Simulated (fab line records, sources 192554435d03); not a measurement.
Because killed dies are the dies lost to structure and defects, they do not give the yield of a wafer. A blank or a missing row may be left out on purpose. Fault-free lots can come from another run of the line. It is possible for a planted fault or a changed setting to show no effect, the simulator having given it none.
Chamber matching + flow n5Finfet + 4 sister chambers for N5_SPACER0_ALD_08 on aldSin-01
The step deposits SiNx, target thk 2 nm. 16 wafers are shown with their chamber, then 8 later ones without.

## WAFERS, EACH WITH ITS CHAMBER
| wafer  | chamber | heaterPowerW (W) | susceptorTempC (C) |
|--------|---------|------------------|--------------------|
| L082.1 | 0       | 795              | 399.95             |
| L082.2 | 2       | 791              | 400.14             |
| L082.3 | 3       | 880              | 399.73             |
| L086.2 | 0       | 799              | 400.20             |
| L086.3 | 1       | 803              | 399.71             |
| L086.5 | 0       | 797              | 400.09             |
| L087.3 | 1       | 803              | 400.04             |
| L087.4 | 1       | 821              | 399.93             |
| L087.5 | 3       | 866              | 400.29             |
| L090.2 | 1       | 802              | 400.06             |
| L090.5 | 1       | 780              | 399.90             |
| L090.6 | 0       | 802              | 399.71             |
| L093.2 | 3       | 870              | 400.16             |
| L093.4 | 1       | 788              | 400.03             |
| L093.5 | 3       | 865              | 400.10             |
| L094.1 | 2       | 792              | 399.83             |

SIGNATURES, as means of the wafers listed above
| reading        | chamber 0 | chamber 1 | chamber 2 | chamber 3 | scatter within a chamber |
|----------------|-----------|-----------|-----------|-----------|--------------------------|
| heaterPowerW   | 798.25    | 799.50    | 791.50    | 870.25    | 9.89                     |
| susceptorTempC | 399.9875  | 399.9450  | 399.9850  | 400.0700  | 0.192                    |
Rule: distance of a wafer from a chamber = root of the sum over the readings of ((wafer's reading minus chamber's mean) / reading's scatter) squared. If the next closest chamber is less than 2 further off than the closest, the wafer can't be placed; otherwise it belongs to the closest. The scatter: the root of (the sum of the squares of (reading less its chamber's mean) over the shown wafers, divided by (wafers less chambers)).

## WAFERS WITHOUT THEIR CHAMBER
| wafer  | heaterPowerW (W) | susceptorTempC (C) |
|--------|------------------|--------------------|
| L094.2 | 783              | 400.16             |
| L094.3 | 888              | 399.78             |
| L096.2 | 869              | 399.82             |
| L096.4 | 795              | 400.06             |
| L096.5 | 796              | 399.76             |
| L097.1 | 784              | 400.63             |
| L097.3 | 869              | 400.11             |
| L097.5 | 898              | 400.04             |

## WHICH CHAMBER EACH WENT THROUGH
| wafer  | from the rows above          | in truth |
|--------|------------------------------|----------|
| L094.2 | can't be placed: 2 or 0 or 1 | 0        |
| L094.3 | 3                            | 3        |
| L096.2 | 3                            | 3        |
| L096.4 | can't be placed: 0 or 2 or 1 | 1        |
| L096.5 | can't be placed: 1 or 0 or 2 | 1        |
| L097.1 | can't be placed: 2 or 0 or 1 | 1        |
| L097.3 | 3                            | 3        |
| L097.5 | 3                            | 3        |
4 of 8 placed correctly. Not placeable from these rows: 4 (in 4, the candidates include the true chamber). Placed wrongly: 0.
